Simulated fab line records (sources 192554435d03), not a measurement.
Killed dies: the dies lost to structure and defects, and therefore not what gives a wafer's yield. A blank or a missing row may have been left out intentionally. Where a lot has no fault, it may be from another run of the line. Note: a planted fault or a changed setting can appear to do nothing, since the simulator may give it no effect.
Problem report in the 8D (eight disciplines) form, filled by code	flow n5Finfet	the parts of the form that need people (team, actions taken, sign-off) are left out

## 1. WHAT WENT WRONG
plateTempC at N5_MOL_CONTACT_COAG_COAT_58 reads a mean of 191.00 C on 6 wafers of 2 lots; wafers without a fault read 204.97 C with a standard deviation of 0.16. That is -87 standard deviations from the usual mean.
The step: time 60 s, resist thk 10 nm.
First observed at day 6 03:22: wafer L572.2, on lithoTrack-04. At this step, 12 wafers from 4 lots have a number in the record. By rule, "out" or "out of limits" means more than 4 standard deviations away from the usual mean. Any other wafer with a number is counted as sound.

## 2. WHAT IT IS AND WHAT IT IS NOT
question	is	is not
which readings at this step	plateTempC, heaterPowerTotalW	-
which lots	L572, L578	L566, L573
which wafers of those lots	all that have a number	-
read on which tools	lithoTrack-04	lithoTrack-02
when	from day 6 03:22	up to then (3 sound wafers); but 3 sound wafers of L573 came after

## 3. THE SUSPECTS, EACH WITH WHAT RULES IT OUT
Counting: a tool at any process step up to the reading remains a suspect when it ran all the lots that are out and ran no sound lot after the first of those.
- lithoTrack-04 at N5_MOL_CONTACT_COAG_COAT_58 (time 60 s, resist thk 10 nm): kept. It ran every lot that is out, first L572 (day 6 03:22), and no sound lot after that; its last sound lot up to then is L566 (day 4 17:20). Its own heaterPowerTotalW, plateTempC readings are out on those wafers.
Left after counting: lithoTrack-04 at N5_MOL_CONTACT_COAG_COAT_58.

## 4. THE CAUSE (what the simulator had put in)
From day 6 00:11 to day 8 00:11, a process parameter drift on lithoTrack-04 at N5_MOL_CONTACT_COAG_COAT_58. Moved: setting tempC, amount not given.
This tool alone remained once counting was done.

## 5. SEQUENCE OF EFFECTS, ordered by route
Rows list readings where the struck wafers' mean (over those with a number) sits beyond 3 standard deviations from the usual. Scope: only readings with a usual standard deviation given in the record; hours: median across lots of the time from each lot's start at the first step in this table that gives one to its start at this step; sigmas: change in usual standard deviations.
hours	step	reading	usual	on struck wafers	change	sigmas
0	N5_MOL_CONTACT_COAG_COAT_58	heaterPowerTotalW	391.7 W	359.3	-32.4	-25
0	N5_MOL_CONTACT_COAG_COAT_58	plateTempC	204.97 C	191.00	-13.97	-87
Process steps it contains:
- N5_MOL_CONTACT_COAG_COAT_58: time 60 s, resist thk 10 nm.
Later measuring or inspecting steps at which every struck wafer that the step has a row for has a number for every such reading, and none has moved that far: N5_BEOL_M4_RC_MEAS_101.

## 6. HOW IT WOULD HAVE BEEN CAUGHT EARLIER
In this record the first reading out of limits was taken at day 6 03:22, 3 hours after the fault began at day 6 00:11.
